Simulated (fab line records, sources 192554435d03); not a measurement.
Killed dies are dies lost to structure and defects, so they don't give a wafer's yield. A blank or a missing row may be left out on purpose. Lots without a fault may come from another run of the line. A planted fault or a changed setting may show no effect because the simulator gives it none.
Split-lot experiment | flow n5_finfet | 7 lots, 21 wafers read, on a route of 1938 steps

THE SPLIT
At N5_BEOL_M15_EXPOSE_07 (exposes mask V14), the setting dose_mj was moved away from the recipe's 41.25 on 9 of the 21 wafers read, by -7.5% to +7.1%. The other wafers ran this setting at the recipe's value.

FROM THE SPLIT TO THE READING: what the file shows between them, 7 steps
- N5_BEOL_M15_PEB_08: peb time 90 s
- N5_BEOL_M15_DEVELOP_09: develop time 45 s
- N5_BEOL_M15_HARDBAKE_14: time 120 s
- N5_BEOL_M15_CD_MEAS_10: target cd 360 nm
- N5_BEOL_M15_STRIP_64: strips in O2 (also split here: pressure_mtorr)
- N5_BEOL_M15_STRIP_65: strips in post etch residue remover, time 60 s
- N5_BEOL_M15_SRD_66: time 30 s, dry time 30 s

THE READING
cd_nm, in nm, at N5_BEOL_M15_CD_MEAS_17 (target cd 360 nm). Fault-free wafers of this fab line usually give 361.1 nm, standard deviation 1.9 nm.

wafer  | tool, chamber at the split | dose_mj as run | against the recipe | cd_nm, nm | against lot-mates on the recipe
L078.2 | krf_scanner-02, 0          | 38.18          | -7.4%              | 348.9     | -15.7
L078.4 | krf_scanner-02, 0          | 38.18          | -7.4%              | 348.4     | -16.2
L078.5 | krf_scanner-02, 0          | 41.25          | recipe             | 364.6     | -
L080.1 | krf_scanner-01, 0          | 41.25          | recipe             | 364.6     | -
L080.4 | krf_scanner-01, 0          | 41.25          | recipe             | 363.0     | -
L080.6 | krf_scanner-01, 0          | 41.25          | recipe             | 361.9     | -
L083.2 | krf_scanner-02, 0          | 41.25          | recipe             | 363.8     | -
L083.3 | krf_scanner-02, 0          | 41.25          | recipe             | 362.7     | -
L083.6 | krf_scanner-02, 0          | 41.25          | recipe             | 362.4     | -
L084.1 | krf_scanner-01, 0          | 38.9           | -5.7%              | 348.4     | no lot-mate on the recipe
L084.3 | krf_scanner-01, 0          | 38.9           | -5.7%              | 352.9     | no lot-mate on the recipe
L084.4 | krf_scanner-01, 0          | 38.9           | -5.7%              | 348.4     | no lot-mate on the recipe
L087.3 | krf_scanner-01, 0          | 44.16          | +7.1%              | 371.7     | +7.6
L087.4 | krf_scanner-01, 0          | 41.25          | recipe             | 364.1     | -
L087.6 | krf_scanner-01, 0          | 44.16          | +7.1%              | 374.2     | +10.1
L095.1 | krf_scanner-02, 0          | 38.16          | -7.5%              | 352.2     | -7.9
L095.3 | krf_scanner-02, 0          | 41.25          | recipe             | 360.1     | -
L095.6 | krf_scanner-02, 0          | 38.16          | -7.5%              | 349.7     | -10.4
L097.4 | krf_scanner-02, 0          | 41.25          | recipe             | 366.7     | -
L097.5 | krf_scanner-02, 0          | 41.25          | recipe             | 363.1     | -
L097.6 | krf_scanner-02, 0          | 41.25          | recipe             | 362.5     | -

THE FIT
A straight line over all 21 wafers: cd_nm changes by +1.77 nm for each +1% of dose_mj; r = +0.96; the points scatter about the line by 2.2 nm.
The same after taking each lot's own level away (the mean of its wafers on the recipe; 18 wafers): +1.53 nm for each +1%; r = +0.95; scatter 2.2 nm.
On that fit, the largest move of dose_mj shifts the reading by 11 nm.
The lots' own levels span 360.10 to 364.60 nm, that is 2.4 times the standard deviation above.
So the lot-to-lot level changes the slope: the two fits differ.
Check: with one of the wafers moved furthest among these (-7.5%) left out of the fit, the line predicts -12.9 nm for it against its lot-mates. It came out at -7.9 nm against them.

OTHER SPLITS ON THESE WAFERS
These wafers also went through other splits before the reading. Each is held against what the fit with the lots' levels taken away leaves over:
other split on the same wafers      | wafers away from the commonest value | r with cd_nm (lot level and that fit taken away)
N5_BEOL_M13_ETCH_59 time_s          | 7                                    | -0.24
N5_BEOL_M14_COAT_04 spin_rpm        | 7                                    | -0.01
N5_BEOL_M14_DESCUM_15 time_s        | 8                                    | +0.42
N5_BEOL_M15_STRIP_64 pressure_mtorr | 15                                   | +0.24

THE WHOLE CHAIN: every reading that the file lists as answering this split, in the file's order
step                   | what it does     | reading | change (the file's fit)              | r (the file's)
N5_BEOL_M15_CD_MEAS_10 | target cd 360 nm | cd_nm   | +1.61 nm for each +1% of the setting | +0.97
N5_BEOL_M15_CD_MEAS_17 | target cd 360 nm | cd_nm   | +1.54 nm for each +1% of the setting | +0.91

THE FILE'S OWN FIT
cd_nm changes by +1.54 nm for each +1% of dose_mj, r = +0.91.
